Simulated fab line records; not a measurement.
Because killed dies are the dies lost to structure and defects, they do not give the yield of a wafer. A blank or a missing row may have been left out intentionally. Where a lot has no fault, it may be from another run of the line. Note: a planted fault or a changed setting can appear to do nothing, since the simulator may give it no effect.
fab line records	flow n5Finfet	part 1 of 2: steps 1 to 23 of 30
[record] lots = 5	wafers = 15	lastDay = 17
route steps=1938 shown PASSIVATION@1906
lots that met no fault: taken from a fault-free run of the same line
startH: hours from the record's opening day to when the first of the lot's shown wafers began	waitH: hours from the lot's prior step to this one	" the same as in the row above	L1.1+2: a single row standing in for several wafers	- value missing, or start not given	* or withheld: withheld	< > ~ a bound
route shown NAME@n: NAME is a module with steps in the file, n the number in the route of the first one	usual: mean and standard deviation over wafers with no fault	same: alike in all rows	chamber/n: place in a boat	sites: per-site readings	_std_site: the standard deviation of these	_edge_site: the outer-site mean with the inner-site mean subtracted	radiusMm: for every site, how far away it sits from the centre of the wafer	mask NAME#n: copy n	behind: the most recent tool/chamber to have shaped the wafer	hold: the reason the lot was held/the length of the hold in hours/how it ended	device: transistor that didn't switch, given as n, p or np	end of line: tests of these same wafers at the route's end	a step without rows: its recipe alone	killed: count of dies lost to structure and defects at first sort (not the wafer's yield)	map: per-die view of a wafer (x killed, . not killed, _ where there is no die)
set.NAME: the setting the step ran with; set.NAME@STEP: the setting that earlier step ran with	model.NAME: the simulator's own value behind a step, which no gauge read
certain route steps with their lots: each step a table, each wafer a row
services: when a tool's chamber went out of use (startH, in hours from the record's first day, below 0 if earlier), for how many hours, and the reason
[[steps]]
[step N5_PASSIVATION_OVL_MEAS_63]
[recipe] pointsPerWafer = 44
[usual] PAD_OVL = -3/4.6
lot.wafer	tool	chamber	startH	waitH	PAD_OVL[nm]
L074.1	overlay-01	0	282.85	0.0	-8
L074.4	"	0	"	"	0
L074.6	"	0	"	"	-4
L078.1	overlay-02	0	302.26	0.0	-6
L078.2	"	0	"	"	-9
L078.4	"	0	"	"	-7
L079.1	overlay-02	0	306.44	0.0	-8
L079.3	"	0	"	"	-10
L079.4	"	0	"	"	-10
L081.2	overlay-02	0	311.77	0.0	-4
L081.3	"	0	"	"	0
L081.5	"	0	"	"	-3
L088.2	overlay-02	0	391.72	0.0	-2
L088.4	"	0	"	"	-1
L088.6	"	0	"	"	-2
[step N5_PASSIVATION_INSPECT_64]
[recipe] mode = adi	inspectInstrument = macro
[usual] rawDefectCount = 2.0/1.5
lot.wafer	tool	chamber	startH	waitH	rawDefectCount
L074.1	defectInspect-02	-	282.87	0.0	1
L074.4	"	-	"	"	4
L074.6	"	-	"	"	3
L078.1	defectInspect-02	-	302.29	0.0	4
L078.2	"	-	"	"	0
L078.4	"	-	"	"	4
L079.1	defectInspect-02	-	306.47	0.0	3
L079.3	"	-	"	"	4
L079.4	"	-	"	"	0
L081.2	defectInspect-01	-	311.79	0.0	2
L081.3	"	-	"	"	1
L081.5	"	-	"	"	1
L088.2	defectInspect-01	-	391.74	0.0	3
L088.4	"	-	"	"	2
L088.6	"	-	"	"	3
[step N5_PASSIVATION_DESCUM_32]
[recipe] chemistry = O2	timeS = 7.9	sourcePowerW = 50	biasPowerW = 20	pressureMtorr = 20	rfFrequencyHz = 2.712e+07	tempC = 40	o2FlowSccm = 225
[usual] drypumpMotorCurrentA = 5.7/0.52	o2FlowSccm = 225.0/0.68	oesProductAu = 0.83/0.072	rfVppV = 243.4/1.5	showerheadPlenumPTorr = 2.11/0.086	throttleValvePct = 20.30/0.27
[same] timeS = 7.9
lot.wafer	tool	chamber	startH	waitH	drypumpMotorCurrentA	o2FlowSccm	oesProductAu	rfHoursCounterH	rfVppV	showerheadPlenumPTorr	throttleValvePct
L074.1	rieDiel-06	2	282.91	0.0	5.5	225.4	0.81	92	242.9	2.11	20.72
L074.4	"	3	"	"	5.3	225.9	0.87	52	241.0	2.05	20.12
L074.6	"	3	"	"	5.3	225.2	0.87	-	241.1	2.05	20.11
L078.1	rieDiel-01	0	302.45	0.2	6.0	225.2	0.74	163	242.0	2.07	20.33
L078.2	"	1	"	"	6.8	224.5	0.86	50	242.8	2.04	20.50
L078.4	"	3	"	"	6.1	225.1	0.85	56	242.8	2.06	20.60
L079.1	rieDiel-01	1	306.76	0.3	6.7	224.6	0.86	52	242.1	2.04	20.50
L079.3	"	0	"	"	6.0	225.6	0.73	164	242.6	2.07	20.33
L079.4	"	3	"	"	6.1	224.1	0.85	58	240.4	2.06	20.58
L081.2	rieDiel-06	3	311.86	0.1	5.3	224.2	0.85	62	241.7	2.04	20.12
L081.3	"	2	"	"	5.5	224.3	0.79	102	242.6	2.11	20.75
L081.5	"	0	"	"	5.6	225.4	0.88	-	245.7	2.23	20.38
L088.2	rieDiel-01	0	391.77	0.0	6.0	225.4	0.72	194	244.4	2.06	20.38
L088.4	"	2	"	"	5.1	225.1	0.84	75	242.5	2.03	20.04
L088.6	"	3	"	"	6.1	225.4	0.81	-	242.7	2.05	20.64
[step N5_PASSIVATION_AL_ETCH_33]
[recipe] chemistry = Cl2/BCl3	targetDepthA = 28000	overEtchFrac = 0.15	Cl2_flow_sccm = 180	bcl3FlowSccm = 60	target = Al	stopOn = TaN	timeS = 466.7	ionEnergyEv = 100	pressureMtorr = 10	icpW = 900	biasW = 100
[usual] drypumpMotorCurrentA = 5.8/0.37	oesProductAu = 0.72/0.089	throttleValvePct = 34.31/0.21
[same] timeS = 466.7
lot.wafer	tool	chamber	startH	waitH	drypumpMotorCurrentA	oesProductAu	rfHoursCounterH	throttleValvePct
L074.1	rieMetal-03	1	283.10	0.2	5.7	0.81	13	34.38
L074.4	"	1	"	"	5.7	0.81	-	34.39
L074.6	"	1	"	"	5.7	0.80	-	34.41
L078.1	rieMetal-03	1	302.53	0.1	5.8	0.80	16	34.40
L078.2	"	0	"	"	6.2	0.68	46	34.42
L078.4	"	0	"	"	6.2	0.69	-	34.41
L079.1	rieMetal-03	0	306.85	0.1	6.2	0.69	47	34.41
L079.3	"	0	"	"	6.2	0.69	-	34.40
L079.4	"	1	"	"	5.7	0.80	-	34.38
L081.2	rieMetal-01	1	311.95	0.1	6.3	0.58	111	34.02
L081.3	"	0	"	"	5.3	0.81	-	34.17
L081.5	"	1	"	"	6.3	0.57	-	34.06
L088.2	rieMetal-02	0	391.86	0.1	5.8	0.59	98	34.14
L088.4	"	0	"	"	5.8	0.59	-	34.14
L088.6	"	0	"	"	5.8	0.60	-	34.11
[step N5_PASSIVATION_ETCH_59]
[recipe] chemistry = Cl2/BCl3	target = TaN	targetDepthA = 650	timeS = 34.9	ionEnergyEv = 100	pressureMtorr = 10	icpW = 900	biasW = 100	Cl2_flow_sccm = 60	bcl3FlowSccm = 30
[usual] drypumpMotorCurrentA = 5.7/0.37	oesProductAu = 0.79/0.091	throttleValvePct = 21.14/0.19
[same] timeS = 34.9
lot.wafer	tool	chamber	startH	waitH	drypumpMotorCurrentA	oesProductAu	rfHoursCounterH	throttleValvePct
L074.1	rieMetal-03	1	283.90	0.7	5.7	0.87	14	21.32
L074.4	"	1	"	"	5.7	0.88	-	21.32
L074.6	"	1	"	"	5.7	0.88	-	21.31
L078.1	rieMetal-03	1	302.94	0.3	5.7	0.89	16	21.31
L078.2	"	0	"	"	6.2	0.76	46	21.27
L078.4	"	0	"	"	6.2	0.77	-	21.26
L079.1	rieMetal-03	0	307.25	0.3	6.2	0.76	47	21.27
L079.3	"	0	"	"	6.2	0.75	-	21.27
L079.4	"	1	"	"	5.8	0.87	-	21.33
L081.2	rieMetal-01	1	312.35	0.3	6.3	0.65	112	20.99
L081.3	"	0	"	"	5.3	0.88	-	20.92
L081.5	"	1	"	"	6.3	0.65	-	21.02
L088.2	rieMetal-02	0	392.26	0.3	5.8	0.66	98	21.03
L088.4	"	0	"	"	5.8	0.67	-	21.04
L088.6	"	0	"	"	5.8	0.66	-	21.04
[step N5_PASSIVATION_STRIP_34]
[recipe] chemistry = O2	powerW = 600	tempC = 60	pressureMtorr = 30	rfFrequencyHz = 6e+07	biasPowerW = 0	overashFraction = 2	o2FlowSccm = 225
[usual] drypumpMotorCurrentA = 5.7/0.53	o2FlowSccm = 225.0/0.65	oesProductAu = 0.82/0.066	rfVppV = 3.7/1.6	showerheadPlenumPTorr = 2.10/0.078	throttleValvePct = 16.59/0.23
lot.wafer	tool	chamber	startH	waitH	drypumpMotorCurrentA	o2FlowSccm	oesProductAu	rfHoursCounterH	rfVppV	showerheadPlenumPTorr	throttleValvePct
L074.1	rieDiel-01	1	284.11	0.2	6.7	225.4	0.87	43	0.9	2.04	16.73
L074.4	"	0	"	"	6.0	225.3	0.74	157	1.7	2.08	16.61
L074.6	"	3	"	"	6.1	224.8	0.86	-	3.3	2.06	16.79
L078.1	rieDiel-01	3	303.05	0.1	6.1	226.0	0.86	57	5.9	2.06	16.74
L078.2	"	2	"	"	5.2	225.0	0.90	44	3.0	2.05	16.23
L078.4	"	0	"	"	6.0	225.2	0.75	163	4.2	2.08	16.64
L079.1	rieDiel-02	2	307.49	0.2	5.4	225.2	0.86	58	3.6	2.22	16.61
L079.3	"	0	"	"	5.5	225.0	0.71	235	3.7	1.98	16.89
L079.4	"	1	"	"	5.3	225.2	0.93	-	3.4	2.23	16.32
L081.2	rieDiel-06	1	312.46	0.1	4.9	224.3	0.76	166	4.1	2.09	16.53
L081.3	"	0	"	"	5.5	226.1	0.87	49	3.5	2.23	16.59
L081.5	"	3	"	"	5.3	225.1	0.85	-	3.9	2.05	16.34
L088.2	rieDiel-01	2	392.38	0.1	5.1	223.7	0.82	75	4.2	2.04	16.27
L088.4	"	3	"	"	6.1	224.5	0.80	89	0.5	2.05	16.80
L088.6	"	2	"	"	5.1	225.1	0.86	-	1.7	2.04	16.30
[step N5_PASSIVATION_STRIP_51]
[recipe] chemistry = postEtchResidueRemover	timeS = 1200	tempC = 72.5
[same] timeS = 1200
lot.wafer	tool	chamber	startH	waitH
L074.1+4+6	wetBench-02	3,1,0	284.18	-
L078.1+2+4	wetBench-05	1,3,5	303.12	-
L079.1+3+4	wetBench-02	0,4,1	307.55	-
L081.2+3+5	wetBench-03	7,2,3	312.53	-
L088.2+4+6	wetBench-02	1,3,2	392.45	-
[step N5_PASSIVATION_CLEAN_69]
[recipe] chemistry = IPA	timeS = 180	tempC = 25
[same] timeS = 180
lot.wafer	tool	chamber	startH	waitH
L074.1+4+6	wetBench-02	3,1,0	284.51	0.0
L078.1+2+4	wetBench-05	1,3,5	303.45	0.0
L079.1+3+4	wetBench-02	0,4,1	307.89	0.0
L081.2+3+5	wetBench-03	7,2,3	312.86	0.0
L088.2+4+6	wetBench-02	1,3,2	392.78	0.0
[step N5_PASSIVATION_SRD_70]
[recipe] dry = ipaMarangoni	timeS = 30	tempC = 23	rinseLiquid = diw
[same] timeS = 30
lot.wafer	tool	chamber	startH	waitH
L074.1+4+6	wetBench-02	3,1,0	284.56	0.0
L078.1+2+4	wetBench-05	1,3,5	303.51	0.0
L079.1+3+4	wetBench-02	0,4,1	307.94	0.0
L081.2+3+5	wetBench-03	7,2,3	312.92	0.0
L088.2+4+6	wetBench-02	1,3,2	392.83	0.0
[step N5_PASSIVATION_PECVD_53]
[recipe] material = SiO2	targetThkA = 8000	tempC = 400	precursor = TEOS/O2	pressureTorr = 6.5	rfW = withheld	teosFlowSccm = withheld	gas = O2	flowSccm = 2650	timeS = 169.4
[same] timeS = 169.4
lot.wafer	tool	chamber	startH	waitH
L074.1+4+6	pecvd-01	1,1,2	284.61	0.0
L078.1+2+4	pecvd-02	1,0,0	303.56	0.0
L079.1+3+4	pecvd-02	2,0,2	307.99	0.0
L081.2+3+5	pecvd-02	0,2,2	312.96	0.0
L088.2+4+6	pecvd-01	1,2,0	392.88	0.0
[step N5_PASSIVATION_PECVD_35]
[recipe] material = SiNx	targetThkA = 7000	tempC = 400	precursor = SiH4/NH3/N2	pressureTorr = 4.9	rfW = 1406	timeS = 151.3
[usual] heaterPowerOuterW = 170/51	heaterPowerW = 404/59	showerheadPlenumPTorr = 8.69/0.064	throttleValvePct = 29/3.1
[same] timeS = 151.3
lot.wafer	tool	chamber	startH	waitH	heaterPowerOuterW	heaterPowerW	showerheadPlenumPTorr	throttleValvePct
L074.1	pecvd-01	1	284.78	0.1	211	450	8.63	27
L074.4	"	1	"	"	224	480	8.61	27
L074.6	"	2	"	"	149	414	8.71	25
L078.1	pecvd-02	1	303.67	0.1	254	481	8.76	29
L078.2	"	0	"	"	149	407	8.59	32
L078.4	"	0	"	"	179	440	8.60	32
L079.1	pecvd-02	2	308.10	0.1	110	321	8.76	30
L079.3	"	0	"	"	165	424	8.61	32
L079.4	"	2	"	"	146	366	8.74	30
L081.2	pecvd-02	0	313.07	0.1	109	352	8.61	32
L081.3	"	2	"	"	103	305	8.73	30
L081.5	"	2	"	"	138	356	8.74	30
L088.2	pecvd-01	1	392.99	0.1	211	449	8.63	28
L088.4	"	2	"	"	149	406	8.71	25
L088.6	"	0	"	"	242	492	8.77	32
[step N5_PASSIVATION_HMDS_37]
[recipe] timeS = 60	tempC = 120
[usual] chillPlateTempC = 22.99/0.096
[same] timeS = 60
lot.wafer	tool	chamber	startH	waitH	chillPlateTempC
L074.1	lithoTrack-01	0	284.97	0.1	23.15
L074.4	"	0	"	"	23.01
L074.6	"	0	"	"	23.04
L078.1	lithoTrack-04	0	303.81	0.1	23.10
L078.2	"	0	"	"	23.10
L078.4	"	0	"	"	22.96
L079.1	lithoTrack-01	0	308.24	0.1	23.02
L079.3	"	0	"	"	22.86
L079.4	"	0	"	"	22.88
L081.2	lithoTrack-03	0	313.21	0.1	23.15
L081.3	"	0	"	"	23.14
L081.5	"	0	"	"	23.26
L088.2	lithoTrack-03	0	393.13	0.1	23.11
L088.4	"	0	"	"	22.99
L088.6	"	0	"	"	22.94
[step N5_PASSIVATION_COAT_38]
[recipe] spinRpm = 3000	resistThkNm = withheld
[usual] chillPlateTempC = 22.98/0.11
lot.wafer	tool	chamber	startH	waitH	chillPlateTempC
L074.1	lithoTrack-01	0	-	-	23.14
L074.4	"	0	"	"	23.05
L074.6	"	0	"	"	22.93
L078.1	lithoTrack-04	0	-	-	23.19
L078.2	"	0	"	"	23.17
L078.4	"	0	"	"	23.09
L079.1	lithoTrack-01	0	-	-	23.17
L079.3	"	0	"	"	23.04
L079.4	"	0	"	"	22.81
L081.2	lithoTrack-03	0	-	-	22.99
L081.3	"	0	"	"	22.91
L081.5	"	0	"	"	23.03
L088.2	lithoTrack-03	0	-	-	22.96
L088.4	"	0	"	"	22.97
L088.6	"	0	"	"	22.89
[step N5_PASSIVATION_EBR_40]
[recipe] solvent = PGMEA	ebrWidthMm = 1.5
[usual] chillPlateTempC = 23.01/0.098
lot.wafer	tool	chamber	startH	waitH	chillPlateTempC
L074.1	lithoTrack-01	0	-	-	22.91
L074.4	"	0	"	"	23.02
L074.6	"	0	"	"	22.89
L078.1	lithoTrack-04	0	-	-	22.87
L078.2	"	0	"	"	23.05
L078.4	"	0	"	"	22.95
L079.1	lithoTrack-01	0	-	-	22.98
L079.3	"	0	"	"	23.00
L079.4	"	0	"	"	23.00
L081.2	lithoTrack-03	0	-	-	23.09
L081.3	"	0	"	"	23.12
L081.5	"	0	"	"	23.15
L088.2	lithoTrack-03	0	-	-	22.85
L088.4	"	0	"	"	23.07
L088.6	"	0	"	"	22.95
[step N5_PASSIVATION_SOFTBAKE_39]
[recipe] tempC = 110	timeS = 120
[usual] chillPlateTempC = 22.98/0.098
[same] timeS = 120
lot.wafer	tool	chamber	startH	waitH	chillPlateTempC
L074.1	lithoTrack-01	0	-	-	22.99
L074.4	"	0	"	"	23.06
L074.6	"	0	"	"	23.06
L078.1	lithoTrack-04	0	-	-	22.83
L078.2	"	0	"	"	22.98
L078.4	"	0	"	"	22.88
L079.1	lithoTrack-01	0	-	-	22.84
L079.3	"	0	"	"	23.02
L079.4	"	0	"	"	22.95
L081.2	lithoTrack-03	0	-	-	23.09
L081.3	"	0	"	"	23.12
L081.5	"	0	"	"	23.09
L088.2	lithoTrack-03	0	-	-	22.94
L088.4	"	0	"	"	22.99
L088.6	"	0	"	"	22.84
[step N5_PASSIVATION_EXPOSE_41]
[recipe] maskId = PASS_OPEN	na = 0.55	defocusNm = 0	sourceShape = conventional	sigmaOuter = 0.8	polarization = unpolarized	targetCdNm = 40000	doseMj = 57.25
[same] sigmaOuter = 0.8
lot.wafer	tool	chamber	startH	waitH	mask
L074.1+4+6	krfScanner-02	0	285.21	-	PASS_OPEN#0
L078.1+2+4	krfScanner-01	0	303.92	-	PASS_OPEN#0
L079.1+3+4	krfScanner-02	0	308.36	-	PASS_OPEN#0
L081.2+3+5	krfScanner-02	0	313.33	-	PASS_OPEN#0
L088.2+4+6	krfScanner-01	0	393.25	-	PASS_OPEN#0
[step N5_PASSIVATION_PEB_42]
[recipe] pebTempC = withheld	pebTimeS = *
[usual] chillPlateTempC = *
lot.wafer	tool	chamber	startH	waitH	chillPlateTempC
L074.1	lithoTrack-01	0	285.27	0.1	*
L074.4	"	0	"	"	*
L074.6	"	0	"	"	*
L078.1	lithoTrack-04	0	303.98	0.1	*
L078.2	"	0	"	"	*
L078.4	"	0	"	"	*
L079.1	lithoTrack-03	0	308.42	0.1	*
L079.3	"	0	"	"	*
L079.4	"	0	"	"	*
L081.2	lithoTrack-04	0	313.39	0.0	*
L081.3	"	0	"	"	*
L081.5	"	0	"	"	*
L088.2	lithoTrack-01	0	393.31	0.1	*
L088.4	"	0	"	"	*
L088.6	"	0	"	"	*
[step N5_PASSIVATION_DEVELOP_43]
[recipe] developTimeS = 60	rinseLiquid = diw	dry = airSpin	devTempC = 21
[usual] chillPlateTempC = 23.00/0.099
lot.wafer	tool	chamber	startH	waitH	chillPlateTempC
L074.1	lithoTrack-01	0	-	-	22.91
L074.4	"	0	"	"	23.05
L074.6	"	0	"	"	23.11
L078.1	lithoTrack-04	0	-	-	22.96
L078.2	"	0	"	"	23.10
L078.4	"	0	"	"	23.02
L079.1	lithoTrack-03	0	-	-	23.02
L079.3	"	0	"	"	23.07
L079.4	"	0	"	"	23.09
L081.2	lithoTrack-04	0	-	-	22.91
L081.3	"	0	"	"	23.14
L081.5	"	0	"	"	22.73
L088.2	lithoTrack-01	0	-	-	23.01
L088.4	"	0	"	"	22.99
L088.6	"	0	"	"	22.97
[step N5_PASSIVATION_HARDBAKE_45]
[recipe] tempC = 130	timeS = 120
[usual] chillPlateTempC = 23.00/0.11
[same] timeS = 120
lot.wafer	tool	chamber	startH	waitH	chillPlateTempC
L074.1	lithoTrack-01	0	-	-	22.84
L074.4	"	0	"	"	22.95
L074.6	"	0	"	"	22.92
L078.1	lithoTrack-04	0	-	-	23.08
L078.2	"	0	"	"	23.12
L078.4	"	0	"	"	23.06
L079.1	lithoTrack-03	0	-	-	22.91
L079.3	"	0	"	"	23.10
L079.4	"	0	"	"	22.91
L081.2	lithoTrack-04	0	-	-	23.05
L081.3	"	0	"	"	23.00
L081.5	"	0	"	"	23.12
L088.2	lithoTrack-01	0	-	-	23.05
L088.4	"	0	"	"	22.69
L088.6	"	0	"	"	22.90
[step N5_PASSIVATION_CD_MEAS_44]
[recipe] targetCdNm = 40000	landingEnergyEv = 500	detector = seInlens
[usual] cdNm = 40002/3.7
lot.wafer	tool	chamber	startH	waitH	cdNm
L074.1	cdSem-03	0	285.39	-	40003
L074.4	"	0	"	"	40003
L074.6	"	0	"	"	39998
L078.1	cdSem-01	0	304.10	-	40006
L078.2	"	0	"	"	40004
L078.4	"	0	"	"	40007
L079.1	cdSem-01	0	308.54	-	40001
L079.3	"	0	"	"	40003
L079.4	"	0	"	"	40003
L081.2	cdSem-02	0	313.51	-	40005
L081.3	"	0	"	"	40002
L081.5	"	0	"	"	40005
L088.2	cdSem-03	0	393.43	-	40003
L088.4	"	0	"	"	40004
L088.6	"	0	"	"	40001
[step N5_PASSIVATION_OVL_MEAS_66]
[recipe] pointsPerWafer = 44
[usual] PASS_OPEN_OVL = -5/6.7
lot.wafer	tool	chamber	startH	waitH	PASS_OPEN_OVL[nm]
L074.1	overlay-01	0	285.42	0.0	0
L074.4	"	0	"	"	-9
L074.6	"	0	"	"	-8
L078.1	overlay-02	0	304.13	0.0	-7
L078.2	"	0	"	"	-1
L078.4	"	0	"	"	-2
L079.1	overlay-02	0	308.57	0.0	2
L079.3	"	0	"	"	1
L079.4	"	0	"	"	0
L081.2	overlay-02	0	313.54	0.0	4
L081.3	"	0	"	"	-1
L081.5	"	0	"	"	1
L088.2	overlay-01	0	393.46	0.0	4
L088.4	"	0	"	"	0
L088.6	"	0	"	"	-4
[step N5_PASSIVATION_INSPECT_67]
[recipe] mode = adi	inspectInstrument = macro
[usual] rawDefectCount = 2.0/1.4
lot.wafer	tool	chamber	startH	waitH	rawDefectCount
L074.1	defectInspect-01	-	285.44	0.0	1
L074.4	"	-	"	"	3
L074.6	"	-	"	"	1
L078.1	defectInspect-01	-	304.16	0.0	3
L078.2	"	-	"	"	2
L078.4	"	-	"	"	0
L079.1	defectInspect-01	-	308.59	0.0	1
L079.3	"	-	"	"	1
L079.4	"	-	"	"	0
L081.2	defectInspect-01	-	313.56	0.0	2
L081.3	"	-	"	"	1
L081.5	"	-	"	"	1
L088.2	defectInspect-01	-	393.48	0.0	1
L088.4	"	-	"	"	3
L088.6	"	-	"	"	2
[step N5_PASSIVATION_DESCUM_46]
[recipe] chemistry = O2	timeS = 7.9	sourcePowerW = 50	biasPowerW = 20	pressureMtorr = 20	rfFrequencyHz = 2.712e+07	tempC = 40	o2FlowSccm = 225
[usual] drypumpMotorCurrentA = 5.6/0.51	o2FlowSccm = 225.0/0.82	oesProductAu = 0.84/0.069	rfVppV = 243.7/1.7	showerheadPlenumPTorr = 2.13/0.087	throttleValvePct = 20.31/0.26
[same] timeS = 7.9
lot.wafer	tool	chamber	startH	waitH	drypumpMotorCurrentA	o2FlowSccm	oesProductAu	rfHoursCounterH	rfVppV	showerheadPlenumPTorr	throttleValvePct
L074.1	rieDiel-06	3	285.96	0.5	5.3	225.4	0.86	53	243.4	2.05	20.11
L074.4	"	1	"	"	4.9	224.5	0.77	157	242.6	2.09	20.24
L074.6	"	2	"	"	5.5	225.8	0.80	-	243.4	2.11	20.72
L078.1	rieDiel-06	1	304.33	0.2	4.9	224.8	0.76	162	243.4	2.09	20.27
L078.2	"	2	"	"	5.5	224.2	0.81	98	243.0	2.11	20.75
L078.4	"	3	"	"	5.3	224.4	0.85	58	241.9	2.05	20.12
L079.1	rieDiel-02	1	308.62	0.0	5.3	224.0	0.91	19	244.8	2.22	20.12
L079.3	"	2	"	"	5.4	224.5	0.86	58	243.8	2.22	20.41
L079.4	"	2	"	"	5.5	224.6	0.86	-	245.6	2.22	20.39
L081.2	rieDiel-01	0	313.59	0.0	6.0	225.4	0.73	167	242.5	2.07	20.32
L081.3	"	2	"	"	5.2	225.7	0.87	48	242.6	2.04	20.00
L081.5	"	2	"	"	5.2	225.8	0.88	-	243.6	2.04	19.98
L088.2	rieDiel-01	2	393.52	0.0	5.1	223.6	0.84	76	241.2	2.03	20.03
L088.4	"	3	"	"	6.1	225.8	0.81	89	241.2	2.05	20.63
L088.6	"	1	"	"	6.7	224.8	0.83	-	241.9	2.03	20.56
